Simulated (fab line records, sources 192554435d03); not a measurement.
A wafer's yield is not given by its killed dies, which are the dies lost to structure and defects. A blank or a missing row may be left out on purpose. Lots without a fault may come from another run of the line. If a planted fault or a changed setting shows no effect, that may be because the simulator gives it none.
fab line records	flow n5-finfet
[record] lots = 5	wafers = 12	last-day = 16
route steps=1938 shown MIM_BOT_LITHO@1861 MIM_BOT_ETCH@1866 PASS1_CAP@1873 TV_LITHO@1875 TV_OPEN@1887 PASSIVATION@1936
lots that met no fault: taken from a fault-free run of the same line
start-h: hours from the record's opening day to when the first of the lot's shown wafers began	wait-h: how many hours have passed since the lot's step before this one	" identical to the entry in the row above	L1.1+2: a row that stands for several wafers	- no value, or no start given	* or withheld: withheld	< > ~ a bound
route shown NAME@n: names a module that has steps shown in the file, with the first one's number in the route	usual: mean and standard deviation over wafers with no fault	same: alike in all rows	chamber/n: place in a boat	sites: readings site by site	_std_site: standard deviation across them	_edge_site: mean of outer sites minus mean of inner sites	radius-mm: for every site, how far away it sits from the centre of the wafer	mask NAME#n: copy n	behind: the last tool/chamber to shape the wafer	hold: cause of the lot's hold/its duration in hours/its outcome	device: transistor that didn't switch, given as n, p or np	end of line: tests run on the same wafers once the route is complete	for a step that has no rows: nothing shown but its recipe	killed: the dies lost at the first sort to structure and to defects; this is not the yield of the wafer	map: per-die view of a wafer (x killed, . not killed, _ where there is no die)
set.NAME: the setting as run; set.NAME@STEP: as run at that earlier step	model.NAME: the simulator's own value behind a step, which no gauge read
lots seen at some steps along the route; tables by step, rows by wafer
services: the hour from which a tool's chamber was out of use, counted from the record's first day as start-h (under 0 if before that day), plus the number of hours and why
[[steps]]
[step N5_MIM_BOT_LITHO_HARDBAKE_09]
[recipe] temp-c = 130	time-s = 120
[step N5_MIM_BOT_LITHO_DESCUM_10]
[recipe] chemistry = O2	time-s = 7.9	source-power-w = 50	bias-power-w = 20	pressure-mtorr = 20	rf-frequency-hz = 2.712e+07	temp-c = 40	o2-flow-sccm = 225
[step N5_MIM_BOT_ETCH_ETCH_04]
[recipe] chemistry = CF4/O2	target = SiNx	target-depth-a = 260	time-s = 13	ion-energy-ev = 100	pressure-mtorr = 40	source-w = 535	bias-w = 49	Ar_flow_sccm = 100	cf4-flow-sccm = 100	O2_flow_sccm = 10
[step N5_MIM_BOT_ETCH_ETCH_03]
[recipe] chemistry = Cl2/BCl3	target-depth-a = 120	pressure-mtorr = 8	icp-w = 800	bias-w = 100	Cl2_flow_sccm = 20	bcl3-flow-sccm = 80
[step N5_MIM_BOT_ETCH_ETCH_00]
[recipe] chemistry = Cl2/BCl3	target = TiN	target-depth-a = 455	ion-energy-ev = 150	pressure-mtorr = 10	icp-w = 1000	bias-w = 126	Cl2_flow_sccm = 53.25	bcl3-flow-sccm = 21.75	Ar_flow_sccm = 25
[step N5_MIM_BOT_ETCH_STRIP_01]
[recipe] chemistry = O2	power-w = 600	temp-c = 60	pressure-mtorr = 30	rf-frequency-hz = 6e+07	bias-power-w = 0	overash-fraction = 0.5	o2-flow-sccm = 225
[step N5_MIM_BOT_ETCH_STRIP_02]
[recipe] chemistry = post-etch-residue-remover	time-s = 1200	temp-c = 72.5
[step N5_MIM_BOT_ETCH_CLEAN_05]
[recipe] chemistry = IPA	time-s = 180	temp-c = 25
[step N5_MIM_BOT_ETCH_SRD_06]
[recipe] dry = ipa-marangoni	time-s = 30	temp-c = 23	rinse-liquid = diw
[step N5_PASSIVATION_PECVD_55]
[recipe] material = SiO2	target-thk-a = 4000	temp-c = 400	precursor = SiH4/N2O	pressure-torr = 2.7	rf-w = 608	time-s = 22.5
[usual] heater-power-w = 680/130	rf-fwd-power-W = 599.1/2.7	showerhead-plenum-p-Torr = 8.19/0.073	throttle-valve-pct = 51.6/1.6
lot.wafer	tool	chamber	start-h	wait-h	heater-power-w	rf-fwd-power-W	showerhead-plenum-p-Torr	throttle-valve-pct	model.SiO2_of_PASSIVATION_PECVD_55.thk-nm
L587.1	pecvd-01	0	306.88	0.0	559	595.2	8.29	51.0	398.6
L587.2	"	2	"	"	550	596.9	8.11	50.1	400.6
L587.3	"	1	"	"	703	603.8	8.10	54.2	399.6
L593.2	pecvd-01	1	350.47	0.0	623	-	8.08	54.7	272.4
L593.6	"	2	"	"	575	596.0	8.10	50.2	400
L594.2	pecvd-01	2	361.15	0.0	588	-	8.13	50.2	285.4
L594.4	"	1	"	"	695	602.3	8.11	54.6	394
L597.1	pecvd-01	0	371.06	0.0	555	-	8.30	50.7	287.8
L597.6	"	1	"	"	736	598.4	8.10	54.5	399.6
L599.3	pecvd-02	2	377.13	0.0	704	595.0	8.32	54.2	405.8
L599.5	"	1	"	"	1005	602.0	8.17	49.0	410
L599.6	"	2	"	"	728	592.4	8.31	53.8	411.2
[step N5_PASSIVATION_PECVD_01]
[recipe] material = SiNx	target-thk-a = 2000	temp-c = 400	precursor = SiH4/NH3/N2	pressure-torr = 4.9	rf-w = 1406	time-s = 43.2
[step N5_PASSIVATION_HMDS_03]
[recipe] time-s = 60	temp-c = 120
[step N5_PASSIVATION_COAT_04]
[recipe] spin-rpm = *	resist-thk-nm = *
[step N5_PASSIVATION_EBR_06]
[recipe] solvent = PGMEA	ebr-width-mm = 1.5
[step N5_PASSIVATION_SOFTBAKE_05]
[recipe] temp-c = 100	time-s = 90
[step N5_PASSIVATION_EXPOSE_07]
[recipe] mask-id = TV	na = 0.55	source-shape = conventional	sigma-outer = 0.8	polarization = unpolarized	defocus-nm = 0	target-cd-nm = 3000	dose-mj = 22.75
[step N5_PASSIVATION_PEB_08]
[recipe] peb-temp-c = withheld	peb-time-s = *
[step N5_PASSIVATION_DEVELOP_09]
[recipe] develop-time-s = 60	rinse-liquid = diw	dry = air-spin	dev-temp-c = 21
[step N5_PASSIVATION_HARDBAKE_11]
[recipe] temp-c = 130	time-s = 120
[step N5_PASSIVATION_DESCUM_12]
[recipe] chemistry = O2	time-s = 7.9	source-power-w = 50	bias-power-w = 20	pressure-mtorr = 20	rf-frequency-hz = 2.712e+07	temp-c = 40	o2-flow-sccm = 225
[step N5_PASSIVATION_PASS_ETCH_74]
[recipe] chemistry = CF4/O2	target = SiNx	target-depth-a = 2200	time-s = 110	ion-energy-ev = 100	pressure-mtorr = 40	source-w = 535	bias-w = 49	Ar_flow_sccm = 100	cf4-flow-sccm = 100	O2_flow_sccm = 10
[step N5_PASSIVATION_VIA_ETCH_13]
[recipe] chemistry = CHF3/O2	target = SiO2	target-depth-a = 6600	CHF3_flow_sccm = 50	O2_flow_sccm = 5	Ar_flow_sccm = 200	time-s = 330	mask-material = PR	pressure-mtorr = 30	source-w = 650	bias-w = 170	ion-energy-ev = 200	ends = cleared
[usual] drypump-motor-current-A = 5.9/0.47	etch-rf-on-time-s = 236/4.6	oes-product-au = 0.72/0.071	rf-fwd-power-W = 647.8/2	rf-vpp-V = 518/9.2	showerhead-plenum-p-Torr = 2.37/0.072	throttle-valve-pct = 18.91/0.2
lot.wafer	tool	chamber	start-h	wait-h	drypump-motor-current-A	etch-rf-on-time-s	oes-product-au	rf-fwd-power-W	rf-hours-counter-h	rf-vpp-V	showerhead-plenum-p-Torr	throttle-valve-pct	model.coat_of_PASSIVATION_COAT_04.thk-nm	model.TV_OPEN.cd-offset-nm
L587.1	rie-diel-01	0	307.92	0.0	6.1	234	0.76	649.7	60	507	2.34	18.80	*	1.8
L587.2	"	2	"	"	6.0	231	0.76	649.6	56	524	2.35	18.93	*	1.8
L587.3	"	3	"	"	6.7	232	0.64	648.2	200	515	2.39	18.94	*	2.4
L593.2	rie-diel-01	3	352.49	0.0	6.7	159	0.63	643.8	212	515	2.39	18.98	*	2.8
L593.6	"	0	"	"	6.1	234	0.75	647.5	-	504	2.33	18.83	*	2
L594.2	rie-diel-06	1	362.20	0.0	5.3	173	0.85	644.3	0	530	2.59	18.52	*	4.4
L594.4	"	2	"	"	5.8	226	0.64	645.9	230	513	2.37	19.20	*	1.6
L597.1	rie-diel-06	3	374.08	0.0	5.0	170	0.63	646.7	234	529	2.28	19.09	*	3.4
L597.6	"	0	"	"	6.2	240	0.72	646.0	-	510	2.34	18.76	*	1.6
L599.3	rie-diel-01	1	377.91	0.0	5.9	237	0.72	644.3	129	514	2.33	18.80	*	0.4
L599.5	"	3	"	"	6.7	240	0.62	646.8	-	513	2.39	18.99	*	1.6
L599.6	"	2	"	"	6.1	241	0.75	644.6	-	524	2.34	18.96	*	1.2
[step N5_PASSIVATION_STRIP_14]
[recipe] chemistry = O2	power-w = 600	temp-c = 60	pressure-mtorr = 30	rf-frequency-hz = 6e+07	bias-power-w = 0	overash-fraction = 0.5	o2-flow-sccm = 225
[step N5_PASSIVATION_ETCH_15]
[recipe] chemistry = CF4/N2	target = SiCN	target-depth-a = 750	taper-deg = 2	time-s = 81.2	ion-energy-ev = 150	mask-material = SiNx	pressure-mtorr = 40	source-w = 430	bias-w = 70	Ar_flow_sccm = 100	cf4-flow-sccm = 60	n2-flow-sccm = 60
[usual] drypump-motor-current-A = 5.9/0.47	oes-product-au = 0.80/0.077	rf-fwd-power-W = 427.7/1.4	rf-vpp-V = 381.3/1.7	showerhead-plenum-p-Torr = 2.17/0.067	throttle-valve-pct = 15.45/0.22
lot.wafer	tool	chamber	start-h	wait-h	drypump-motor-current-A	oes-product-au	rf-fwd-power-W	rf-hours-counter-h	rf-vpp-V	showerhead-plenum-p-Torr	throttle-valve-pct	model.TV_OPEN.cd-offset-nm
L587.1	rie-diel-01	0	-	-	6.1	0.85	425.6	60	382.1	2.15	15.38	2
L587.2	"	2	"	"	6.0	0.86	429.0	56	380.4	2.15	15.42	1.8
L587.3	"	3	"	"	6.7	0.73	427.4	200	382.4	2.19	15.49	2.4
L593.2	rie-diel-01	3	-	-	6.7	0.72	429.8	212	382.2	2.18	15.53	2.8
L593.6	"	0	"	"	6.1	0.83	428.3	-	381.3	2.14	15.41	2
L594.2	rie-diel-06	1	-	-	5.3	0.95	425.8	0	383.5	2.37	15.03	4.4
L594.4	"	2	"	"	5.8	0.71	429.8	230	382.3	2.18	15.81	1.6
L597.1	rie-diel-06	3	-	-	5.0	0.70	427.7	234	379.0	2.09	15.70	3.4
L597.6	"	0	"	"	6.2	0.79	429.1	-	380.3	2.13	15.27	1.4
L599.3	rie-diel-01	1	-	-	5.8	0.80	426.7	129	379.0	2.12	15.31	0.4
L599.5	"	3	"	"	6.7	0.71	426.1	-	382.0	2.18	15.54	1.6
L599.6	"	2	"	"	6.0	0.82	427.2	-	380.5	2.14	15.43	1
[step N5_PASSIVATION_STRIP_73]
[recipe] chemistry = post-etch-residue-remover	time-s = 60	temp-c = 25	remover-ph = withheld	remover-water-wt-pct = withheld	remover-fluoride-wt-pct = withheld
[step N5_PASSIVATION_PROBE_49]
[usual] defect-limited-yield = 91.0/1.5	killed_at_M0_to_M3 = 34/9.1	killed_at_M4_up = 14/5.7	killed-at-contacts = 13/5.7	killed-at-front-end = 42/12	killed-at-other = 4/3.4	killed-dies = 106/17	killed-on-rim = 14/4.3	killed-open = 70/13	killed-short = 34/7.5	sort_bin_4_leakage = 0.00/0.014	sort_bin_5_function = 5.2/0.94	sort_bin_6_memory = 3.4/0.69	sort-n-pass = 1074/17	sort-yield-pct = 91.0/1.5
[same] gross-dies = 1180	killed-at-back-side = 0	sort_bin_8_speed[%] = 0
lot.wafer	tool	chamber	start-h	wait-h	defect-limited-yield[%]	killed_at_M0_to_M3	killed_at_M4_up	killed-at-contacts	killed-at-front-end	killed-at-other	killed-dies	killed-on-rim	killed-open	killed-short	sort_bin_4_leakage[%]	sort_bin_5_function[%]	sort_bin_6_memory[%]	sort-n-pass	sort-yield-pct[%]
L587.1	prober-02	-	314.37	0.0	91.8	39	16	7	34	1	97	14	60	34	0	4.2	3.5	1083	91.8
L587.2	prober-02	-	314.42	0.1	90.7	34	26	16	34	0	110	18	79	31	0	6.4	2.6	1070	90.7
L587.3	prober-02	-	314.47	0.1	90.8	23	15	11	58	2	109	10	76	32	0	6.0	2.9	1071	90.8
L593.2	prober-02	-	359.52	0.1	91.5	33	14	17	30	6	100	13	70	30	0	5.0	3.3	1080	91.5
L593.6	prober-02	-	359.72	0.3	95.4	13	7	6	27	1	54	9	36	14	0	1.7	2.3	1126	95.4
L594.2	prober-02	-	368.65	0.1	90.4	35	14	16	48	0	113	13	70	43	0	5.8	3.6	1067	90.4
L594.4	prober-02	-	368.75	0.2	87.9	48	22	21	51	1	143	21	93	45	0	6.5	4.7	1037	87.9
L597.1	prober-01	-	380.87	0.0	90.5	39	9	15	47	2	112	9	67	43	0	5.2	4.1	1068	90.5
L597.6	prober-01	-	381.12	0.3	91.5	42	10	26	16	6	100	9	72	27	0	4.9	3.3	1080	91.5
L599.3	prober-02	-	384.08	0.1	90.3	43	6	11	52	2	114	16	80	34	0	5.2	4.0	1066	90.3
L599.5	prober-02	-	384.18	0.2	89.7	44	18	2	52	6	122	16	77	39	0	6.9	2.6	1058	89.7
L599.6	prober-02	-	384.23	0.3	90.9	49	13	8	37	0	107	8	61	46	0.17	5.1	3.5	1071	90.8
// killed by level:class
L587.1 BEOL_M0_SAQP:geometric-particle:short=9 BEOL_M3:geometric-particle:open=8 BEOL_M1:geometric-particle:open=7 FIN_SAQP:geometric-particle:open=6 MOL_CONTACT_COAG:geometric-particle:open=6 GATE_CUT:geometric-particle:open=5 BEOL_M4:geometric-particle:open=5 BEOL_M2:geometric-particle:short=5
L587.2 BEOL_M4:geometric-particle:open=16 MOL_CONTACT_COAG:geometric-particle:open=14 BEOL_M0_SAQP:geometric-particle:short=10 FIN_SAQP:geometric-particle:open=7 BEOL_M1:geometric-particle:open=7 STI_FIN_REVEAL:geometric-particle:open=6 DUMMY_GATE:geometric-particle:open=6 FIN_SAQP:geometric-particle:short=5
L587.3 FIN_SAQP:geometric-particle:open=21 BEOL_M4:geometric-particle:open=10 MOL_CONTACT_COAG:geometric-particle:open=9 FIN_SAQP:geometric-particle:short=7 DUMMY_GATE:geometric-particle:open=6 BEOL_M0_SAQP:geometric-particle:short=6 GATE_CUT:geometric-particle:short=5 BEOL_M0_SAQP:geometric-particle:open=5
L593.2 MOL_CONTACT_COAG:geometric-particle:open=13 BEOL_M5:geometric-particle:open=7 BEOL_M0_SAQP:geometric-particle:short=7 BEOL_M1:geometric-particle:open=7 BEOL_M0_SAQP:geometric-particle:open=6 STARTING-WAFER:geometric-particle:open=6 FIN_SAQP:geometric-particle:short=5 STI_FIN_REVEAL:geometric-particle:open=5
L593.6 MOL_CONTACT_COAG:geometric-particle:open=6 STI_FIN_REVEAL:geometric-particle:open=5 DUMMY_GATE:geometric-particle:open=5 FIN_SAQP:geometric-particle:open=4 BEOL_M2:geometric-particle:open=4 HKMG_FIN:area-etch=4 BEOL_M0_SAQP:geometric-particle:short=3 BEOL_M5:geometric-particle:open=3
L594.2 FIN_SAQP:geometric-particle:open=18 FIN_SAQP:geometric-particle:short=15 MOL_CONTACT_COAG:geometric-particle:open=10 GATE_CUT:geometric-particle:short=7 BEOL_M0_SAQP:geometric-particle:short=7 BEOL_M0_SAQP:geometric-particle:open=7 BEOL_M2:geometric-particle:open=7 MOL_CONTACT_COAG:geometric-particle:short=6
L594.4 MOL_CONTACT_COAG:geometric-particle:open=18 BEOL_M2:geometric-particle:open=14 BEOL_M4:geometric-particle:open=12 FIN_SAQP:geometric-particle:open=11 BEOL_M0_SAQP:geometric-particle:open=11 BEOL_M0_SAQP:geometric-particle:short=11 FIN_SAQP:geometric-particle:short=9 STI_FIN_REVEAL:geometric-particle:short=6
L597.1 MOL_CONTACT_COAG:geometric-particle:open=13 FIN_SAQP:geometric-particle:open=10 BEOL_M0_SAQP:geometric-particle:short=9 BEOL_M3:geometric-particle:short=9 ILD0:geometric-particle:open=8 BEOL_M3:geometric-particle:open=8 FIN_SAQP:geometric-particle:short=7 ILD0:geometric-particle:short=6
L597.6 MOL_CONTACT_COAG:geometric-particle:open=22 BEOL_M1:geometric-particle:open=11 BEOL_M3:geometric-particle:open=8 BEOL_M1:geometric-particle:short=7 ILD0:geometric-particle:open=5 BEOL_M2:geometric-particle:open=5 MOL_CONTACT_COAG:geometric-particle:short=4 BEOL_M0_SAQP:geometric-particle:open=4
L599.3 FIN_SAQP:geometric-particle:open=14 STI_FIN_REVEAL:geometric-particle:open=13 BEOL_M2:geometric-particle:open=9 FIN_SAQP:geometric-particle:short=8 MOL_CONTACT_COAG:geometric-particle:open=8 BEOL_M0_SAQP:geometric-particle:open=8 BEOL_M0_SAQP:geometric-particle:short=8 BEOL_M3:geometric-particle:open=8
L599.5 STI_FIN_REVEAL:geometric-particle:open=14 BEOL_M2:geometric-particle:open=11 BEOL_M0_SAQP:geometric-particle:open=6 ILD0:geometric-particle:open=6 BEOL_M0_SAQP:geometric-particle:short=6 BEOL_M3:geometric-particle:open=6 BEOL_M4:geometric-particle:open=6 HKMG_FIN:area-etch=6
L599.6 BEOL_M0_SAQP:geometric-particle:short=22 BEOL_M0_SAQP:geometric-particle:open=16 STI_FIN_REVEAL:geometric-particle:open=7 MOL_CONTACT_COAG:geometric-particle:open=6 DUMMY_GATE:geometric-particle:open=5 BEOL_M2:geometric-particle:open=5 STARTING-WAFER:geometric-particle:short=5 FIN_SAQP:geometric-particle:open=3
[[services]]
tool	chamber	start-h	hours	kind
pecvd-01	2	300.55	5.5	scheduled-down
pecvd-01	2	327.12	5.4	repair
rie-diel-06	1	335.87	-	clean
rie-diel-06	1	335.87	-	consumable-replace:focus-ring
rie-diel-06	1	335.87	-	consumable-replace:showerhead
rie-diel-06	1	335.87	25.9	scheduled-down
rie-diel-06	1	335.87	25.9	vent-cycle
pecvd-02	0	366.57	5.5	scheduled-down
rie-diel-06	2	373.65	8.9	repair
[[key]]
[first-sign] step = N5_PASSIVATION_VIA_ETCH_13	reading = etch-rf-on-time-s	direction = down	sigmas = 15	usual = *	struck = *
effect none on later readings
[model-effect] step = N5_PASSIVATION_PECVD_55	value = SiO2_of_PASSIVATION_PECVD_55.thk-nm	without = 394.8	struck = 281.9
[model-effect] step = N5_PASSIVATION_VIA_ETCH_13	value = coat_of_PASSIVATION_COAT_04.thk-nm	without = *	struck = *
[model-effect] step = N5_PASSIVATION_ETCH_15	value = TV_OPEN.cd-offset-nm	without = 2.333	struck = 3.533
met-at N5_PASSIVATION_PECVD_55
struck-wafers L593.2,L594.2,L597.1
onset-between 306.88 350.47
[fault] kind = process-parameter-drift	tool = pecvd-01	chamber = -	onset-h = 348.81	steps = N5_PASSIVATION_PECVD_55	channel = time-s	offset = *	shape = step	end-h = 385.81	scope = struck-wafers-only	acts-in = *	stated = *
